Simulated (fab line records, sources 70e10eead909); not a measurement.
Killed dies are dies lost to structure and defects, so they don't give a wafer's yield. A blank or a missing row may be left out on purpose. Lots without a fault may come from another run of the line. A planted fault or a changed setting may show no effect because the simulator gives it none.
Chamber matching | flow nand_harc | NHARC_A_M0_PRE_CLEAN_31 on pecvd-01: 3 sister chambers
The step time 12 s. 6 wafers are shown with their chamber, then 7 later ones without.

WAFERS WITH THEIR CHAMBER
wafer  | chamber | heater_power_w (W) | susceptor_temp_C (C)
L091.2 | 0       | 515                | 369.98
L091.5 | 0       | 514                | 369.61
L092.1 | 1       | 652                | 369.98
L092.4 | 1       | 646                | 369.84
L093.1 | 2       | 568                | 370.14
L093.5 | 2       | 563                | 369.92

WAFERS WITHOUT THEIR CHAMBER
wafer  | heater_power_w (W) | susceptor_temp_C (C)
L093.6 | 608                | 369.86
L095.3 | 649                | 370.40
L095.4 | 661                | 370.26
L095.5 | 575                | 369.99
L096.1 | 614                | 370.04
L096.3 | 636                | 370.01
L096.5 | 595                | 370.00

WHICH CHAMBER EACH WENT THROUGH
wafer  | from the rows above     | in truth
L093.6 | can't be placed: 1 or 2 | 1
L095.3 | 1                       | 1
L095.4 | 1                       | 1
L095.5 | 2                       | 2
L096.1 | 1                       | 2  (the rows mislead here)
L096.3 | 1                       | 1
L096.5 | 2                       | 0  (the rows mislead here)
Placed correctly: 4 of 7. Can't be placed from these rows: 1 (the true chamber is among the candidates in 1). Placed wrongly: 2.
How it was worked out, from the rows above alone: a wafer's distance from a chamber is the root of the sum, over the readings, of the square of ((its reading less the chamber's mean) divided by the reading's scatter). The wafer belongs to the nearest chamber; if the next one is less than 2 further off, it can't be placed. A chamber's mean is the mean of its shown wafers. The scatter: the root of (the sum of the squares of (reading less its chamber's mean) over the shown wafers, divided by (wafers less chambers)).
